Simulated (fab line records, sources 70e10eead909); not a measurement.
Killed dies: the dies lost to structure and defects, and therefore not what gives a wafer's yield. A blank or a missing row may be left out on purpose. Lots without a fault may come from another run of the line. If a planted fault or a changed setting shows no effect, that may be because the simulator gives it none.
The tool behind it: which one? | flow nand-harc | 21 wafers from 7 lots sampled at 2 of the route's 1302 steps

## WHAT THE GAUGES READ, wafer by wafer
NHARC_P_BONDPAD_OVL_MEAS_38.
lot  | measured     | on         | overlay-x-nm (nm)
L354 | day 7 17:27  | overlay-02 | -14 -13 -13
L356 | day 8 05:51  | overlay-01 | 0 -1 -1
L361 | day 10 15:18 | overlay-01 | -10 -11 -10
L368 | day 13 03:17 | overlay-01 | -1 -1 -2
L371 | day 14 07:16 | overlay-02 | 10 10 10
L373 | day 15 02:01 | overlay-02 | 3 2 2
L375 | day 16 03:14 | overlay-01 | 8 7 7

## EACH LOT AND THE TOOL THAT RAN IT (in order: tool; ch and the chambers of the sampled wafers; start)
lot  | NHARC_P_M2_ANNEAL_31
L354 | rtp-anneal-02 ch 0, day 7 14:58
L356 | rtp-anneal-02 ch 0, day 8 03:20
L361 | rtp-anneal-02 ch 0, day 10 12:43
L368 | rtp-anneal-02 ch 0, day 13 00:44
L371 | rtp-anneal-02 ch 0, day 14 04:37
L373 | rtp-anneal-02 ch 0, day 14 23:32
L375 | rtp-anneal-01 ch 0, day 16 00:44
- NHARC_P_M2_ANNEAL_31: time 90 s.

## THE ANSWER, worked out from the rows above alone
Rule: what is usual is taken from the lots themselves. Put in order of their means at a reading, lots are off if they are a third of the lots or fewer, leave a main group of 4 or more, and stand apart from it by a gap of 3 or more times the standard deviation of the main group's means; of several such gaps the widest counts. A main group is skipped when, at the precision printed for the reading in the tables above, its means are all equal. Also off: a lot with no number at a reading for which 4 or more lots have one. The other lots that the step has rows for count as sound.
Nothing can be told from this: no lot is off at any reading shown.

## WHAT THE SIMULATOR PUT IN
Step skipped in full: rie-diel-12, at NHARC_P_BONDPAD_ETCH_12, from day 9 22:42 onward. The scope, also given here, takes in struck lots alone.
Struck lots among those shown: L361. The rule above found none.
